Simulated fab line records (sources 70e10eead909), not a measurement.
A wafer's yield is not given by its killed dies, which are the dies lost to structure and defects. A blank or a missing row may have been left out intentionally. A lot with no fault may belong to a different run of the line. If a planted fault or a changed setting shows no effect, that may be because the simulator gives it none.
Which tool was responsible? ; flow nand_harc ; 6 lots, 18 wafers sampled, at 3 steps of a route of 1159

## WHAT EACH GAUGE READ, for each wafer
NHARC_P_GATE_CD_MEAS_26 targets a cd of 120 nm.
lot;measured;on;cd_nm (nm)
L543;day 5 19:01;cd_sem-03;119.8 120.0 119.9
L549;day 7 05:45;cd_sem-03;119.4 118.8 120.6
L555;day 8 19:24;cd_sem-02;119.4 118.7 119.0
L558;day 9 14:09;cd_sem-02;120.4 119.8 119.9
L560;day 10 01:23;cd_sem-02;119.8 119.6 120.3
L561;day 10 04:44;cd_sem-01;119.7 119.1 119.3

## WHAT TOOL EACH LOT RAN ON (gives the tool, then ch and the chambers of the sampled wafers, and finally the start)
lot;NHARC_P_GATE_DESCUM_13;NHARC_P_GATE_EXPOSE_23
L543;rie_diel-11 ch 1,3, day 5 03:40;arfi_scanner-01 ch 0, day 5 18:53
L549;rie_diel-13 ch 1,2,3, day 6 15:44;arfi_scanner-02 ch 0, day 7 05:37
L555;rie_diel-13 ch 0,3, day 8 01:53;arfi_scanner-03 ch 0, day 8 19:15
L558;rie_diel-09 ch 0,1,2, day 8 23:44;arfi_scanner-02 ch 0, day 9 14:01
L560;rie_diel-13 ch 1,3, day 9 11:23;arfi_scanner-02 ch 0, day 10 01:14
L561;rie_diel-13 ch 0,1,2, day 9 14:39;arfi_scanner-01 ch 0, day 10 04:35
- NHARC_P_GATE_DESCUM_13: chemistry O2, time 3 s.
- NHARC_P_GATE_EXPOSE_23: exposes mask P GATE, target cd 120 nm.

## THE ANSWER, worked out from the rows above alone
Rule: usual is defined by the lots themselves. The widest of any qualifying gaps counts: lots, ordered by their means at a reading, are off when they make up no more than a third of the lots, leave a main group of 4 or more, and stand apart from it by 3 or more times the standard deviation of that group's means. Not used: any main group whose means are identical at the precision the tables above print for the reading. Also off: a lot with no number at a reading for which 4 or more lots have one. All remaining lots with rows at the step are treated as sound.
No lot is off at any reading shown: from this, nothing can be told.

## WHAT WAS PUT IN BY THE SIMULATOR
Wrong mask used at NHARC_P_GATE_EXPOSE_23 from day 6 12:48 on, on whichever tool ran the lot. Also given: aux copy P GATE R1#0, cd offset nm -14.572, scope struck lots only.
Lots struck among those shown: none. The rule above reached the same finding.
